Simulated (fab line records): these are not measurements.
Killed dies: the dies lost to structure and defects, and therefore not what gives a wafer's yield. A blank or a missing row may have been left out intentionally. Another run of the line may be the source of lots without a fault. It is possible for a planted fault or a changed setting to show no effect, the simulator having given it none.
fab line records | flow nand_harc
record: lots: 24 wafers: 72 last_day: 32
route steps=1302 shown A_CONTACT@1066 A_BLC@1118
lots that met no fault: taken from a fault-free run of the same line
start_h: start of the lot's first displayed wafer, in hours after the record's first day | wait_h: time in hours since the lot's previous step | " as in the row above | L1.1+2: several wafers, shown together as one row | - value missing, or start not given | * or withheld: withheld | < > ~ a bound
route shown NAME@n: names a module that has steps shown in the file, with the first one's number in the route | usual: mean and standard deviation over wafers with no fault | same: alike in all rows | chamber/n: place in a boat | sites: readings site by site | _std_site: how widely they spread, as a standard deviation | _edge_site: inner sites' mean taken away from outer sites' mean | radius_mm: for every site, how far away it sits from the centre of the wafer | mask NAME#n: copy n | behind: tool/chamber where the wafer was last shaped | hold: reason for holding the lot/hours on hold/outcome of the hold | device: transistor that didn't switch, given as n, p or np | end of line: tests run on the same wafers once the route is complete | step lacking rows: just its recipe | killed: the dies lost at the first sort to structure and to defects; this is not the yield of the wafer | map: a wafer's dies, x killed, . not, _ none there
set.NAME: the run value of the setting; set.NAME@STEP: its run value at that earlier step | model.NAME: the simulator's own value behind a step, which no gauge read
one table for each step of the route and one row for each wafer, over a sample of lots
services: from which hour (start_h, from the record's first day; less than 0 if before it) a tool's chamber was out of use, for how many hours, and why
== steps ==
step: NHARC_A_CONTACT_DEP_84
recipe: target_thk_a: 28000 temp_c: 400 material: aC
usual: susceptor_temp_C: 400.01/0.19 throttle_valve_pct: 34.999/0.0076
columns lot.wafer tool chamber start_h wait_h susceptor_temp_C throttle_valve_pct
L074.2 acl_dep-01 0 486.92 - 399.95 34.995
L074.3 " 0 " " 400.09 35.003
L074.6 " 0 " " 400.13 34.992
L075.3 acl_dep-03 0 494.69 - - 34.979
L075.5 " 0 " " - 34.992
L075.6 " 0 " " - 35.002
L076.2 acl_dep-02 0 510.15 - - 34.997
L076.4 " 0 " " - 35.009
L076.5 " 0 " " - 34.994
L078.1 acl_dep-01 0 510.78 - 399.72 34.999
L078.4 " 0 " " 399.99 34.989
L078.6 " 0 " " 399.67 35.006
L077.3 acl_dep-02 0 539.54 - 399.86 35.003
L077.4 " 0 " " 399.92 34.998
L077.5 " 0 " " 400.01 35.002
L080.1 acl_dep-02 0 543.42 - 400.00 34.991
L080.3 " 0 " " 400.16 35.005
L080.5 " 0 " " 400.03 35.000
L079.2 acl_dep-03 0 544.14 - - 35.000
L079.3 " 0 " " - 35.000
L079.6 " 0 " " - 35.014
L081.1 acl_dep-02 0 569.30 - 400.17 34.992
L081.4 " 0 " " 399.83 35.004
L081.6 " 0 " " 400.15 34.994
L082.2 acl_dep-01 0 575.44 - - 35.007
L082.3 " 0 " " - 35.003
L082.4 " 0 " " - 35.006
L083.1 acl_dep-01 0 585.55 - 400.36 34.996
L083.2 " 0 " " 400.10 35.003
L083.6 " 0 586.98 - 400.12 34.998
L084.1 acl_dep-03 0 589.98 - 400.24 34.982
L084.2 " 0 " " 400.02 35.003
L084.4 " 0 " " 400.29 34.985
L085.1 acl_dep-03 0 593.54 - 399.82 35.000
L085.3 " 0 " " 399.92 35.016
L085.6 " 0 " " 399.92 35.001
L086.2 acl_dep-01 0 609.85 - 399.93 34.999
L086.3 " 0 " " 399.96 34.994
L086.6 " 0 " " 399.58 35.001
L087.1 acl_dep-02 0 611.79 - - 34.996
L087.2 " 0 " " - 34.995
L087.3 " 0 " " - 34.993
L088.2 acl_dep-03 0 618.35 - - 35.011
L088.4 " 0 " " - 34.996
L088.5 " 0 " " - 35.011
L089.3 acl_dep-03 0 620.71 - 399.80 35.002
L089.4 " 0 " " 400.05 35.008
L089.6 " 0 " " 400.09 34.995
L090.3 acl_dep-02 0 627.59 - 400.07 35.002
L090.4 " 0 " " 399.70 34.995
L090.6 " 0 " " 400.01 34.998
L092.3 acl_dep-01 0 659.35 - 400.09 35.004
L092.5 " 0 " " 399.98 34.999
L092.6 " 0 " " 400.26 34.998
L091.1 acl_dep-02 0 661.06 - - 34.990
L091.5 " 0 662.19 - - 34.991
L091.6 " 0 " " - 35.007
L094.4 acl_dep-03 0 688.64 - 399.91 34.987
L094.5 " 0 " " 399.73 34.996
L094.6 " 0 " " 400.02 35.007
L093.2 acl_dep-03 0 689.80 - 400.42 34.989
L093.3 " 0 " " 400.23 34.993
L093.4 " 0 " " 399.91 34.997
L096.1 acl_dep-03 0 700.84 - 399.90 34.995
L096.2 " 0 " " 399.73 35.003
L096.4 " 0 " " 399.80 34.992
L095.2 acl_dep-02 0 704.95 - 400.04 35.013
L095.4 " 0 " " 400.14 34.984
L095.5 " 0 " " 399.95 34.985
L097.1 acl_dep-01 0 710.92 - 399.87 35.012
L097.2 " 0 " " 400.07 35.002
L097.3 " 0 " " 400.05 35.000
step: NHARC_A_CONTACT_ETCH_89
recipe: target_depth_a: 2600 over_etch_frac: 0.3 time_s: 475.3 ion_energy_ev: 200 n2_flow_sccm: 150 h2_flow_sccm: 150 ar_flow_sccm: 0 rf_w: 400 bias_w: 150 chemistry: N2/H2
usual: bias_w: 150.1/0.47 drypump_motor_current_A: 5.7/0.37 oes_product_au: 1.001/0.0083 rf_fwd_power_W: 399.4/1.2 rf_vpp_V: 428.4/2.1 showerhead_plenum_p_Torr: 1.96/0.071 throttle_valve_pct: 14.172/0.0091
columns lot.wafer tool chamber start_h wait_h bias_w drypump_motor_current_A oes_product_au rf_fwd_power_W rf_hours_counter_h rf_vpp_V showerhead_plenum_p_Torr throttle_valve_pct
L074.3 rie_diel-01 1 - - 149.8 5.8 1.005 398.8 41 426.0 1.88 14.162
L074.2 " 3 " " 149.7 5.5 1.013 397.6 41 432.3 2.10 14.163
L074.6 " 1 " " 150.1 5.8 1.003 399.1 - 426.8 1.88 14.177
L075.3 rie_diel-02 1 - - 150.2 6.2 1.011 398.4 20 427.1 1.97 14.161
L075.6 " 3 " " 150.3 5.8 0.994 399.8 - 429.0 1.97 14.175
L075.5 " 0 " " 149.3 5.7 1.003 401.1 - 427.8 1.88 14.167
L076.4 rie_diel-02 1 - - 149.9 6.2 1.006 401.3 22 428.3 1.97 14.160
L076.2 " 0 " " 150.1 5.7 1.002 400.5 23 425.9 1.88 14.176
L076.5 " 1 " " 150.1 6.2 0.991 398.7 - 429.0 1.97 14.171
L078.4 rie_diel-01 0 - - 149.9 4.9 1.007 398.9 49 429.5 1.99 14.188
L078.1 " 1 " " 150.1 5.8 1.004 398.6 56 425.5 1.88 14.172
L078.6 " 3 " " 150.9 5.5 1.009 400.2 - 432.0 2.10 14.157
L077.3 rie_diel-02 3 - - 150.2 5.9 0.997 398.6 25 429.6 1.97 14.182
L077.4 " 0 " " 150.6 5.7 0.990 398.1 27 426.7 1.88 14.176
L077.5 " 3 " " 150.0 5.9 1.008 400.4 - 429.5 1.97 14.179
L080.3 rie_diel-02 2 - - 150.9 5.4 0.998 400.9 23 427.8 1.95 14.168
L080.1 " 0 " " 149.8 5.7 1.002 398.8 28 425.4 1.88 14.159
L080.5 " 3 " " 150.0 5.9 1.002 400.1 - 427.7 1.97 14.167
L079.3 rie_diel-02 1 - - 149.7 6.2 1.022 399.1 27 428.0 1.96 14.183
L079.2 " 3 " " 150.9 5.8 1.006 398.5 26 428.4 1.97 14.150
L079.6 " 1 " " 149.9 6.2 1.019 400.1 - 428.0 1.96 14.166
L081.4 rie_diel-02 0 - - 150.8 5.7 0.998 399.3 2 426.7 1.88 14.187
L081.1 " 1 " " 150.6 6.2 1.004 399.0 2 429.6 1.96 14.162
L081.6 " 0 " " 149.6 5.7 1.007 400.5 - 425.4 1.88 14.163
L082.3 rie_diel-07 3 - - 150.5 4.6 0.993 398.1 47 428.7 1.93 14.179
L082.4 " 0 " " 150.2 4.8 0.986 400.3 24 432.1 2.09 14.173
L082.2 " 1 " " 150.6 5.7 0.998 400.9 42 434.0 2.18 14.178
L083.2 rie_diel-02 3 - - 150.0 5.9 0.984 398.8 7 428.2 1.97 14.186
L083.1 " 0 " " 150.8 5.7 0.997 397.6 6 425.6 1.88 14.174
L083.6 " 2 " " 150.1 5.5 1.000 399.2 - 428.0 1.94 14.164
L084.4 rie_diel-07 3 - - 149.7 4.7 0.988 401.7 54 427.8 1.93 14.159
L084.2 " 0 " " 150.1 4.8 0.977 401.7 29 432.6 2.09 14.184
L084.1 " 1 " " 149.8 5.7 0.998 398.0 47 433.0 2.18 14.157
L085.3 rie_diel-02 1 - - 151.0 6.2 1.010 402.4 7 428.3 1.96 14.177
L085.1 " 0 " " 150.3 5.7 1.010 398.1 7 426.1 1.88 14.162
L085.6 " 2 " " 150.1 5.4 0.996 400.2 - 427.4 1.94 14.182
L086.3 rie_diel-01 0 - - 148.7 4.9 1.003 398.1 22 429.0 1.98 14.177
L086.2 " 1 " " 150.0 5.8 1.003 399.8 25 435.8 2.21 14.158
L086.6 " 2 " " 149.2 5.9 1.014 398.0 - 433.2 2.13 14.180
L087.1 rie_diel-02 1 - - 150.2 6.1 1.017 399.0 10 427.7 1.96 14.156
L087.3 " 2 " " 149.8 5.4 1.006 399.0 11 427.5 1.94 14.167
L087.2 " 3 " " 149.8 5.9 1.011 400.9 12 428.9 1.97 14.168
L088.4 rie_diel-02 0 - - 150.2 5.7 0.992 399.8 13 427.1 1.88 14.176
L088.2 " 1 " " 149.3 6.2 1.012 398.1 12 428.5 1.96 14.164
L088.5 " 1 " " 150.0 6.2 1.013 399.0 - 428.6 1.96 14.169
L089.4 rie_diel-02 2 - - 150.6 5.4 1.002 400.0 14 428.0 1.94 14.165
L089.3 " 3 " " 150.4 5.8 1.004 401.2 15 429.4 1.97 14.182
L089.6 " 2 " " 149.7 5.4 0.996 400.8 - 428.2 1.94 14.179
L090.4 rie_diel-02 3 - - 149.4 5.8 1.002 400.0 16 427.5 1.97 14.175
L090.3 " 1 " " 150.4 6.2 1.011 399.8 13 428.6 1.96 14.189
L090.6 " 3 " " 150.1 5.9 1.003 397.9 - 428.7 1.97 14.175
L092.3 rie_diel-02 3 - - 150.5 5.8 0.999 400.7 19 428.9 1.97 14.173
L092.5 " 3 " " 150.4 5.9 0.995 400.6 - 429.5 1.97 14.165
L092.6 " 1 " " 150.3 6.2 0.996 402.3 - 429.6 1.96 14.163
L091.1 rie_diel-02 3 - - 150.0 5.9 1.006 399.2 20 428.4 1.97 14.157
L091.5 " 1 " " 149.6 6.2 1.002 400.5 - 426.7 1.96 14.167
L091.6 " 2 " " 149.7 5.5 0.998 400.8 - 427.9 1.94 14.162
L094.4 rie_diel-02 3 - - 150.1 5.9 1.007 398.4 24 427.4 1.96 14.168
L094.6 " 0 " " 150.4 5.7 0.997 398.7 - 425.7 1.88 14.177
L094.5 " 1 " " 149.9 6.2 0.994 398.7 - 428.9 1.96 14.183
L093.3 rie_diel-02 3 - - 150.4 5.8 1.000 399.1 25 429.4 1.96 14.170
L093.4 " 0 " " 149.7 5.7 1.002 399.1 18 425.9 1.87 14.174
L093.2 " 1 " " 150.7 6.2 1.013 400.5 22 429.9 1.96 14.178
L096.1 rie_diel-02 1 - - 150.5 6.2 1.015 400.8 24 426.2 1.96 14.192
L096.4 " 3 " " 150.6 5.9 1.001 400.3 27 428.1 1.96 14.176
L096.2 " 0 " " 149.3 5.7 1.009 400.2 20 425.3 1.87 14.177
L095.2 rie_diel-02 1 - - 150.9 6.2 0.997 398.6 25 428.0 1.96 14.168
L095.4 " 3 " " 149.8 5.9 1.002 398.9 29 427.7 1.96 14.179
L095.5 " 0 " " 150.1 5.7 1.001 399.8 - 424.4 1.87 14.162
L097.2 rie_diel-02 1 - - 150.5 6.2 1.004 396.7 26 427.6 1.96 14.168
L097.3 " 2 " " 150.4 5.4 0.996 400.6 29 427.6 1.94 14.183
L097.1 " 3 " " 150.1 5.8 1.005 399.9 30 429.0 1.96 14.182
step: NHARC_A_CONTACT_ETCH_31
recipe: target_depth_a: 28000 over_etch_frac: 0.3 time_s: 728 ion_energy_ev: 150 o2_flow_sccm: 400 cos_flow_sccm: 20 ar_flow_sccm: 0 rf_w: 500 bias_w: 300 chemistry: O2/COS
usual: bias_w: 300.1/0.86 drypump_motor_current_A: 5.7/0.38 o2_flow_sccm: 400.0/1.1 oes_product_au: 1.000/0.0084 rf_fwd_power_W: 499.6/1.5 rf_vpp_V: 313.0/1.8 showerhead_plenum_p_Torr: 3.03/0.12 throttle_valve_pct: 28.329/0.0087
columns lot.wafer tool chamber start_h wait_h bias_w drypump_motor_current_A o2_flow_sccm oes_product_au rf_fwd_power_W rf_hours_counter_h rf_vpp_V showerhead_plenum_p_Torr throttle_valve_pct
L074.2 rie_diel-01 2 - - 300.6 5.9 402.5 0.997 498.6 42 316.7 3.27 28.329
L074.3 " 0 " " 299.7 4.9 398.8 1.008 498.8 40 313.3 3.05 28.337
L074.6 " 1 " " 298.7 5.8 400.9 0.987 499.2 - 312.0 2.90 28.319
L075.3 rie_diel-02 1 - - 299.5 6.2 402.0 1.011 499.2 20 313.6 3.02 28.314
L075.5 " 1 " " 300.8 6.2 400.5 1.018 499.8 - 313.7 3.02 28.312
L075.6 " 2 " " 300.7 5.5 401.4 0.996 500.8 - 311.5 2.99 28.323
L076.4 rie_diel-02 3 - - 299.2 5.9 399.4 1.008 498.7 21 312.8 3.03 28.324
L076.2 " 0 " " 299.8 5.7 398.0 0.994 500.2 23 311.3 2.90 28.327
L076.5 " 3 " " 300.0 5.9 399.0 1.006 499.7 - 311.4 3.03 28.333
L078.1 rie_diel-01 2 - - 300.4 5.9 397.7 1.005 498.8 57 316.8 3.26 28.336
L078.4 " 0 " " 300.3 4.9 397.6 1.007 500.5 49 312.7 3.05 28.333
L078.6 " 2 " " 300.4 5.9 398.5 1.001 498.2 - 316.4 3.26 28.332
L077.3 rie_diel-02 2 - - 299.9 5.4 399.0 0.999 500.3 23 311.9 2.99 28.316
L077.4 " 3 " " 299.3 5.9 400.2 1.009 499.6 26 313.3 3.03 28.331
L077.5 " 1 " " 299.5 6.2 401.4 1.017 501.0 - 312.4 3.02 28.320
L080.1 rie_diel-01 0 547.06 - 297.7 4.9 400.8 1.018 499.8 1 313.2 3.04 28.334
L080.3 " 2 " " 299.4 5.9 400.5 1.014 495.8 1 315.9 3.25 28.315
L080.5 " 3 " " 301.0 5.5 399.2 1.005 498.0 - 314.7 3.20 28.316
L079.2 rie_diel-07 2 - - 298.8 6.1 398.2 0.992 496.8 38 315.2 3.20 28.343
L079.3 " 0 " " 299.2 4.8 401.2 0.990 499.0 17 314.2 3.20 28.320
L079.6 " 2 " " 299.5 6.1 399.2 0.984 498.5 - 315.1 3.20 28.322
L081.4 rie_diel-02 2 - - 300.6 5.4 399.1 1.000 499.0 3 312.7 2.99 28.330
L081.1 " 3 " " 300.6 5.9 399.4 1.001 498.1 3 312.9 3.03 28.343
L081.6 " 2 " " 299.4 5.4 400.4 1.001 499.5 - 312.3 2.99 28.351
L082.3 rie_diel-07 2 - - 300.2 6.0 399.3 0.983 500.4 46 315.5 3.19 28.340
L082.4 " 3 " " 301.0 4.7 399.6 0.994 498.9 47 311.6 2.97 28.327
L082.2 " 0 " " 299.2 4.8 401.2 0.981 498.5 25 315.6 3.20 28.326
L083.2 rie_diel-02 2 - - 301.0 5.5 401.0 1.010 498.8 7 312.1 2.99 28.327
L083.1 " 3 " " 301.5 5.8 399.4 1.008 499.7 8 313.7 3.02 28.332
L083.6 " 3 " " 300.9 5.8 400.2 1.014 498.4 - 314.0 3.02 28.331
L084.1 rie_diel-07 1 - - 299.7 5.7 399.1 0.992 499.9 47 317.3 3.32 28.347
L084.4 " 2 " " 299.4 6.1 398.9 0.993 502.2 52 315.0 3.19 28.327
L084.2 " 0 " " 301.1 4.8 399.2 0.994 500.6 30 317.5 3.19 28.327
L085.3 rie_diel-02 0 - - 300.6 5.7 400.4 1.012 496.3 8 311.3 2.90 28.324
L085.1 " 1 " " 299.0 6.2 400.0 1.005 498.7 8 313.0 3.01 28.332
L085.6 " 3 " " 300.1 5.9 399.3 1.005 499.2 - 312.6 3.02 28.344
L086.3 rie_diel-01 1 - - 300.9 5.8 398.6 1.018 500.0 25 317.5 3.36 28.324
L086.2 " 2 " " 300.5 5.8 401.4 1.006 498.4 24 316.6 3.24 28.325
L086.6 " 1 " " 301.0 5.8 400.1 1.002 501.1 - 318.2 3.36 28.333
L087.1 rie_diel-02 3 - - 300.1 5.9 401.7 0.997 501.0 13 312.9 3.02 28.343
L087.2 " 1 " " 300.7 6.2 400.6 0.998 499.3 11 312.4 3.01 28.316
L087.3 " 2 " " 299.2 5.5 400.9 0.995 497.1 12 313.5 2.98 28.341
L088.4 rie_diel-02 0 - - 300.0 5.7 399.9 0.992 496.4 13 310.4 2.89 28.328
L088.2 " 1 " " 301.1 6.2 400.3 0.998 501.3 12 313.0 3.01 28.327
L088.5 " 2 " " 299.7 5.5 399.7 0.996 502.2 - 311.8 2.98 28.333
L089.3 rie_diel-02 2 - - 301.5 5.5 398.7 0.993 500.7 14 313.0 2.98 28.328
L089.4 " 0 " " 299.1 5.7 400.4 0.988 500.1 14 310.5 2.89 28.329
L089.6 " 2 " " 299.8 5.5 400.0 0.997 501.1 - 313.2 2.98 28.307
L090.3 rie_diel-02 2 - - 301.7 5.4 399.5 0.997 500.5 15 312.8 2.98 28.325
L090.4 " 0 " " 299.8 5.7 400.2 0.997 498.8 14 311.1 2.89 28.346
L090.6 " 2 " " 300.5 5.4 398.9 0.988 500.4 - 312.3 2.98 28.322
L092.3 rie_diel-02 1 - - 300.9 6.2 399.1 0.996 499.3 17 312.7 3.01 28.317
L092.5 " 2 " " 298.8 5.5 399.4 1.012 499.9 - 310.9 2.98 28.314
L092.6 " 3 " " 300.1 5.9 401.5 1.008 501.2 - 312.7 3.02 28.333
L091.1 rie_diel-02 1 - - 298.9 6.2 402.5 0.996 500.3 18 312.2 3.01 28.338
L091.6 " 1 " " 298.9 6.2 401.4 1.001 500.9 - 314.8 3.01 28.332
L091.5 " 2 " " 300.2 5.4 398.0 1.007 498.1 - 313.5 2.98 28.326
L094.4 rie_diel-02 3 - - 301.6 5.9 397.2 1.002 497.3 24 312.9 3.02 28.326
L094.5 " 1 " " 300.6 6.2 400.4 0.992 499.2 - 313.8 3.01 28.332
L094.6 " 2 " " 298.6 5.5 399.9 0.988 499.5 - 311.5 2.98 28.335
L093.4 rie_diel-02 3 - - 301.2 5.9 399.4 0.991 500.0 25 312.5 3.01 28.349
L093.3 " 0 " " 302.1 5.7 400.5 0.995 502.5 19 311.4 2.89 28.328
L093.2 " 1 " " 300.7 6.2 400.7 0.995 499.6 22 311.5 3.00 28.330
L096.2 rie_diel-02 0 - - 300.1 5.7 400.3 1.001 500.6 21 310.6 2.89 28.335
L096.4 " 1 " " 300.4 6.1 399.0 1.006 499.3 24 313.9 3.00 28.335
L096.1 " 3 " " 300.3 5.9 400.2 1.000 500.5 27 312.7 3.01 28.320
L095.4 rie_diel-02 3 - - 298.7 5.9 398.7 0.999 499.4 29 312.4 3.01 28.331
L095.2 " 0 " " 300.2 5.7 399.9 0.992 499.7 22 309.9 2.89 28.316
L095.5 " 3 " " 299.3 5.8 401.2 0.991 496.5 - 313.6 3.01 28.319
L097.1 rie_diel-02 1 - - 300.1 6.2 399.3 1.012 501.0 28 312.4 3.00 28.324
L097.2 " 2 " " 299.6 5.5 399.8 1.000 500.7 29 311.7 2.98 28.328
L097.3 " 3 " " 300.8 5.9 399.7 0.999 499.2 31 312.9 3.01 28.323
step: NHARC_A_CONTACT_ETCH_135
recipe: source_w: withheld pressure_mtorr: 20 bias_v: 1200 time_s: 311 target_depth_a: 19120 ar_flow_sccm: withheld c4f8_flow_sccm: withheld o2_flow_sccm: withheld chemistry: C4F8/O2/Ar
columns lot.wafer tool chamber start_h wait_h rf_hours_counter_h
L074.2 har_cap_etch-02 1 491.05 0.2 89
L074.3 " 0 " " -
L074.6 " 0 " " -
L075.3 har_cap_etch-02 1 498.09 0.2 -
L075.5 " 0 " " -
L075.6 " 1 " " -
L076.2 har_cap_etch-02 1 513.86 0.2 91
L076.4 " 0 " " -
L076.5 " 0 " " -
L078.1 har_cap_etch-01 0 515.21 0.2 6
L078.4 " 1 " " -
L078.6 " 1 " " -
L077.4 har_cap_etch-03 1 543.05 0.2 -
L077.3 " 0 " " -
L077.5 " 1 " " -
L080.1 har_cap_etch-02 1 547.73 0.2 97
L080.3 " 0 " " -
L080.5 " 0 " " -
L079.2 har_cap_etch-01 1 548.08 0.2 11
L079.3 " 1 " " -
L079.6 " 1 " " -
L081.1 har_cap_etch-03 1 573.27 0.2 63
L081.4 " 1 " " -
L081.6 " 0 " " -
L082.2 har_cap_etch-01 0 578.99 0.2 16
L082.4 " 0 " " -
L082.3 " 1 " " -
L083.1 har_cap_etch-03 0 589.53 0.2 66
L083.2 " 1 " " 66
L083.6 " 0 " " -
L084.1 har_cap_etch-02 1 593.98 0.2 106
L084.2 " 0 " " 106
L084.4 " 0 " " -
L085.1 har_cap_etch-01 1 597.69 0.2 22
L085.3 " 1 " " -
L085.6 " 0 " " -
L086.2 har_cap_etch-01 1 613.53 0.2 25
L086.3 " 0 " " -
L086.6 " 1 " " -
L087.1 har_cap_etch-01 0 615.86 0.2 27
L087.2 " 1 " " 27
L087.3 " 0 " " -
L088.2 har_cap_etch-02 0 621.94 0.2 113
L088.4 " 0 " " -
L088.5 " 0 " " -
L089.3 har_cap_etch-03 0 624.20 0.2 -
L089.4 " 1 " " -
L089.6 " 1 " " -
L090.3 har_cap_etch-02 1 631.10 0.2 -
L090.4 " 0 " " -
L090.6 " 1 " " -
L092.3 har_cap_etch-01 0 663.12 0.2 -
L092.5 " 1 " " -
L092.6 " 0 " " -
L091.1 har_cap_etch-02 1 665.27 0.2 118
L091.6 " 1 " " -
L091.5 " 0 " " -
L094.4 har_cap_etch-03 0 691.91 0.2 -
L094.5 " 1 " " -
L094.6 " 0 " " -
L093.2 har_cap_etch-01 1 693.43 0.2 38
L093.4 " 0 " " -
L093.3 " 1 " " -
L096.2 har_cap_etch-02 0 704.83 0.2 125
L096.1 " 1 " " 125
L096.4 " 1 " " -
L095.2 har_cap_etch-01 1 708.84 0.2 41
L095.4 " 0 " " -
L095.5 " 1 " " -
L097.2 har_cap_etch-03 0 715.72 0.2 90
L097.1 " 1 " " 90
L097.3 " 1 " " -
step: NHARC_A_BLC_OVL_MEAS_11
usual: overlay_x_nm: 0.2/0.73 overlay_y_nm: -0.2/0.96
columns lot.wafer tool chamber start_h wait_h overlay_x_nm overlay_y_nm
L074.2 overlay-01 - 496.49 - 0.2 -0.7
L074.3 " - " " 0.7 -0.9
L074.6 " - " " 1.0 -0.5
L075.3 overlay-01 - 502.87 - -1.3 1.9
L075.5 " - " " -1.2 1.8
L075.6 " - " " -1.6 1.7
L076.2 overlay-01 - 518.72 - -0.7 -0.7
L076.4 " - " " -0.1 -0.8
L076.5 " - " " 0.0 -0.7
L078.1 overlay-01 - 519.93 - 0.7 -0.8
L078.4 " - " " 0.9 -0.8
L078.6 " - " " 1.4 -0.6
L077.3 overlay-01 - 547.74 - 0.4 0.8
L077.4 " - " " 0.2 0.9
L077.5 " - " " 0.2 0.4
L080.1 overlay-01 - 552.66 - 0.9 -0.2
L080.3 " - " " 1.1 -0.7
L080.5 " - " " 1.4 -0.2
L079.2 overlay-02 - 553.00 - -1.4 -0.4
L079.3 " - " " -1.7 -0.4
L079.6 " - " " -1.7 -1.0
L081.1 overlay-01 - 578.15 - 0.4 0.2
L081.4 " - " " 0.4 0.5
L081.6 " - " " 0.4 0.0
L082.2 overlay-02 - 584.00 - 0.2 -0.4
L082.3 " - " " 0.1 -0.6
L082.4 " - " " -0.3 -0.5
L083.1 overlay-02 - 594.28 - 0.8 -0.7
L083.2 " - " " 0.4 -0.5
L083.6 " - " " 1.0 -0.6
L084.1 overlay-01 - 598.76 - -0.3 0.7
L084.2 " - " " -0.8 0.6
L084.4 " - " " -0.6 0.3
L085.1 overlay-01 - 602.54 - 0.2 1.3
L085.3 " - " " 0.1 1.3
L085.6 " - " " -0.2 1.6
L086.2 overlay-02 - 619.09 - 0.1 1.1
L086.3 " - " " 0.3 1.0
L086.6 " - " " 0.4 0.4
L087.1 overlay-02 - 621.18 - 0.2 -1.0
L087.2 " - " " 0.2 -1.0
L087.3 " - " " 0.3 -0.7
L088.2 overlay-02 - 626.79 - 1.2 -1.0
L088.4 " - " " 1.1 -0.5
L088.5 " - " " 0.3 -0.5
L089.3 overlay-01 - 628.91 - 0.1 0.0
L089.4 " - " " 0.6 0.0
L089.6 " - " " 0.0 0.3
L090.3 overlay-01 - 635.95 - 0.5 1.2
L090.4 " - " " 0.4 1.4
L090.6 " - " " 1.5 1.6
L092.3 overlay-01 - 667.75 - -0.6 -0.3
L092.5 " - " " -0.6 -1.0
L092.6 " - " " -0.8 -0.9
L091.1 overlay-01 - 670.02 - 0.2 -0.8
L091.5 " - " " -0.3 -0.6
L091.6 " - " " -0.3 -0.7
L094.4 overlay-02 - 696.70 - 0.4 1.4
L094.5 " - " " 0.0 1.4
L094.6 " - " " 0.3 1.4
L093.2 overlay-01 - 698.13 - 1.7 -0.8
L093.3 " - " " 1.2 -0.8
L093.4 " - " " 1.1 -0.9
L096.1 overlay-01 - 709.92 - 1.0 -0.6
L096.2 " - " " 0.7 -0.6
L096.4 " - " " 0.4 -0.9
L095.2 overlay-02 - 714.73 - 0.4 -2.2
L095.4 " - " " 0.0 -2.0
L095.5 " - " " 0.6 -1.7
L097.1 overlay-01 - 720.65 - 0.3 -1.3
L097.2 " - " " 0.3 -1.1
L097.3 " - " " -0.1 -0.6
step: NHARC_A_BLC_INSPECT_12
usual: raw_defect_count: 93/36
columns lot.wafer tool chamber start_h wait_h raw_defect_count
L074.2 defect_inspect-01 - 496.53 0.0 97
L074.3 " - " " 110
L074.6 " - " " 86
L075.3 defect_inspect-02 - 502.90 0.0 74
L075.5 " - " " 80
L075.6 " - " " 74
L076.2 defect_inspect-02 - 518.76 0.0 100
L076.4 " - " " 99
L076.5 " - " " 81
L078.1 defect_inspect-01 - 519.97 0.0 115
L078.4 " - " " 123
L078.6 " - " " 124
L077.3 defect_inspect-01 - 547.78 0.0 104
L077.4 " - " " 113
L077.5 " - " " 118
L080.1 defect_inspect-02 - 552.70 0.0 110
L080.3 " - " " 120
L080.5 " - " " 103
L079.2 defect_inspect-02 - 553.04 0.0 115
L079.3 " - " " 102
L079.6 " - " " 99
L081.1 defect_inspect-01 - 578.19 0.0 126
L081.4 " - " " 131
L081.6 " - " " 141
L082.2 defect_inspect-02 - 584.04 0.0 102
L082.3 " - " " 98
L082.4 " - " " 83
L083.1 defect_inspect-02 - 594.32 0.0 75
L083.2 " - " " 80
L083.6 " - " " 91
L084.1 defect_inspect-02 - 598.80 0.0 120
L084.2 " - " " 110
L084.4 " - " " 104
L085.1 defect_inspect-02 - 602.58 0.0 93
L085.3 " - " " 93
L085.6 " - " " 81
L086.2 defect_inspect-02 - 619.13 0.0 49
L086.3 " - " " 45
L086.6 " - " " 41
L087.1 defect_inspect-02 - 621.21 0.0 126
L087.2 " - " " 144
L087.3 " - " " 105
L088.2 defect_inspect-01 - 626.82 0.0 26
L088.4 " - " " 28
L088.5 " - " " 30
L089.3 defect_inspect-02 - 628.95 0.0 158
L089.4 " - " " 153
L089.6 " - " " 161
L090.3 defect_inspect-01 - 635.99 0.0 22
L090.4 " - " " 36
L090.6 " - " " 35
L092.3 defect_inspect-01 - 667.78 0.0 86
L092.5 " - " " 87
L092.6 " - " " 65
L091.1 defect_inspect-02 - 670.06 0.0 105
L091.5 " - " " 95
L091.6 " - " " 106
L094.4 defect_inspect-02 - 696.74 0.0 154
L094.5 " - " " 187
L094.6 " - " " 165
L093.2 defect_inspect-01 - 698.17 0.0 30
L093.3 " - " " 45
L093.4 " - " " 41
L096.1 defect_inspect-02 - 709.95 0.0 48
L096.2 " - " " 52
L096.4 " - " " 48
L095.2 defect_inspect-02 - 714.76 0.0 58
L095.4 " - " " 70
L095.5 " - " " 64
L097.1 defect_inspect-01 - 720.69 0.0 108
L097.2 " - " " 118
L097.3 " - " " 85
== services ==
columns tool chamber start_h hours kind
har_cap_etch-01 - 473.00 17.0 pm
rie_diel-02 0 477.03 - clean
rie_diel-02 1 477.03 - clean
rie_diel-02 2 477.03 - clean
rie_diel-02 3 477.03 - clean
rie_diel-02 0 501.53 - clean
rie_diel-02 1 501.53 - clean
rie_diel-02 2 501.53 - clean
rie_diel-02 3 501.53 - clean
rie_diel-07 0 505.31 35.7 repair
acl_dep-01 - 532.11 13.0 pm
rie_diel-01 - 534.69 9.0 pm
rie_diel-02 - 546.98 9.0 pm
acl_dep-02 - 581.65 13.0 pm
rie_diel-07 2 584.69 5.3 repair
rie_diel-07 0 597.19 8.2 repair
rie_diel-07 - 604.30 0.7 repair
rie_diel-07 - 625.76 9.0 pm
har_cap_etch-03 - 638.46 0.5 repair
rie_diel-02 0 642.01 23.0 repair
acl_dep-03 - 644.76 13.0 pm
rie_diel-01 - 711.69 9.0 pm
rie_diel-07 2 711.76 7.3 repair
acl_dep-01 - 713.11 13.0 pm
== key ==
fault none
